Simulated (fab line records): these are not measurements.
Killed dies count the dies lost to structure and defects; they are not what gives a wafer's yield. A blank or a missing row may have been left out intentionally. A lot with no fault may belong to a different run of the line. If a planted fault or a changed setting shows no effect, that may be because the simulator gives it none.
Comparing a struck lot with a sound one | flow n5_finfet | 27 out of 1938 route steps
Sound: these wafers, L597.1, L597.3, L597.6. Struck: wafers L591.2, L591.3, L591.6. Last of all comes the cause.
Each step with rows lists, per side, the tool, then ch with its chambers, then its first start. Under that, the readings that differ: sound wafers | struck wafers | difference of the means | sigmas: that difference in standard deviations of wafers without a fault.
alike: readings whose means differ by less than 2 such deviations, and words and numbers that are the same on both sides. not compared: withheld readings, readings that some wafer has no value for, bounds like >300 that may hide the same value, and numbers for which the record gives no deviation and whose values overlap.
A row with sigmas, a row that says differs or no value, or rows on one side alone: a step with any of these is where the two part. Numbers that have no deviation but don't overlap get no sigmas and don't part them. A reading that every wafer of one side lacks parts them only if that side has two wafers or more.

first, 9 steps without rows for these wafers: N5_BEOL_M5_DESCUM_16 (chemistry O2, time 7 s); N5_BEOL_M5_ETCH_72 (etches underlayer in N2/H2, target depth 6.5 nm, time 5.2 s); N5_BEOL_M5_ETCH_61 (etches SiARC in CF4, target depth 15.6 nm, time 26 s); N5_BEOL_M5_ETCH_62 (etches SOC in N2/H2, target depth 75 nm, overetch 15 nm, time 112.5 s); N5_BEOL_M5_STRIP_63 (strips in N2/H2); N5_BEOL_M5_STRIP_73 (strips in N2/H2); N5_BEOL_M5_STRIP_64 (strips in CF4); N5_BEOL_M5_HM_OPEN_17 (chemistry Cl2/BCl3, target TiN, target depth 20 nm, overetch 6 nm); N5_BEOL_M5_STRIP_19 (strips in O2).
N5_BEOL_M5_COAT_65: time 60 s, resist thk 60 nm.
  sound on litho_track-04 ch 0, day 12 08:53; struck on litho_track-03 ch 0, day 11 00:09
  reading                                  | sound                | struck               | difference | sigmas
  spin_speed_rpm (rpm)                     | 1498.9 1499.1 1500.1 | 1422.0 1422.4 1422.6 | -77.0      | -83
  model.SOC_of_BEOL_M5_COAT_65.thk_nm (nm) | 60.2 60.2 60.2       | 61.8 61.6 61.6       | +1.5       |
  alike: dispense_pressure_kPa
then, 11 steps without rows for these wafers: N5_BEOL_M5_COAT_66 (time 60 s, resist thk 12 nm); N5_BEOL_M5_COAT_74 (time 60 s, resist thk 5 nm); N5_BEOL_M5_COAT_22 (resist thk 30 nm); N5_BEOL_M5_EBR_24; N5_BEOL_M5_SOFTBAKE_23 (time 60 s); N5_BEOL_M5_EXPOSE_25 (exposes mask V4, defocus 10 nm); N5_BEOL_M5_PEB_26 (peb time 60 s); N5_BEOL_M5_DEVELOP_27 (develop time 30 s); N5_BEOL_M5_DESCUM_33 (chemistry O2, time 7 s); N5_BEOL_M5_ETCH_75 (etches underlayer in N2/H2, target depth 6.5 nm, time 5.2 s); N5_BEOL_M5_ETCH_67 (etches SiARC in CF4, target depth 15.6 nm, time 26 s).
N5_BEOL_M5_ETCH_68: etches SOC in N2/H2, target depth 80 nm, overetch 16 nm, time 120 s.
  sound on rie_diel-05 ch 0,1,2, day 12 09:42; struck on rie_diel-02 ch 0,1, day 11 00:57
  reading                  | sound            | struck          | difference | sigmas
  model.etch.depth_nm (nm) | 60.18 60.21 60.1 | 61.8 61.59 61.6 | +1.5       |
  alike: drypump_motor_current_A, oes_product_au, rf_vpp_V, showerhead_plenum_p_Torr, throttle_valve_pct
  not compared: rf_hours_counter_h
then, 2 steps without rows for these wafers: N5_BEOL_M5_STRIP_69 (strips in N2/H2); N5_BEOL_M5_STRIP_76 (strips in N2/H2).
N5_BEOL_M5_VIA_ETCH_34: etches SiCOH lowk in C4F6/O2, target depth 88.3 nm, time 39.2 s.
  sound on rie_diel-05 ch 0,1,2, day 12 09:48; struck on rie_diel-02 ch 0,1, day 11 01:03
  reading                                  | sound        | struck         | difference | sigmas
  model.SOC_of_BEOL_M5_COAT_65.thk_nm (nm) | 56.2 56 55.8 | 57.6 57.4 57.4 | +1.5       |
  alike: drypump_motor_current_A, oes_ar_750_au, oes_product_au, rf_vpp_V, showerhead_plenum_p_Torr, throttle_valve_pct
  not compared: rf_hours_counter_h
then, 1 step without rows for these wafers: N5_BEOL_M5_STRIP_85 (strips in C4F6/O2).
-- a jump in the record: the struck wafers' starts before and after are 4 days apart (it breaks off in module BEOL_M5 and resumes in module PASSIVATION, where the first step shown is number 1936 of the route) --
N5_PASSIVATION_PROBE_49:
  struck on prober-02, day 14 22:28; sound on prober-02, day 16 11:40
  alike: defect_limited_yield, killed_at_M0_to_M3, killed_at_M4_up, killed_at_contacts, killed_at_front_end, killed_at_other, killed_dies, killed_open, killed_short, sort_bin_4_leakage, sort_bin_5_function, sort_bin_6_memory, sort_bin_8_speed, sort_n_pass, sort_yield_pct

== WHERE THEY PART ==
Within this record, at N5_BEOL_M5_COAT_65 only. Later steps at which nothing parts them and some readings are alike: N5_BEOL_M5_ETCH_68, N5_BEOL_M5_VIA_ETCH_34, N5_PASSIVATION_PROBE_49.

WHY: the cause the simulator had injected
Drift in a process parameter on litho_track-03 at N5_BEOL_M5_COAT_65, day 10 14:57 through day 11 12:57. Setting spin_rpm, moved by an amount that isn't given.
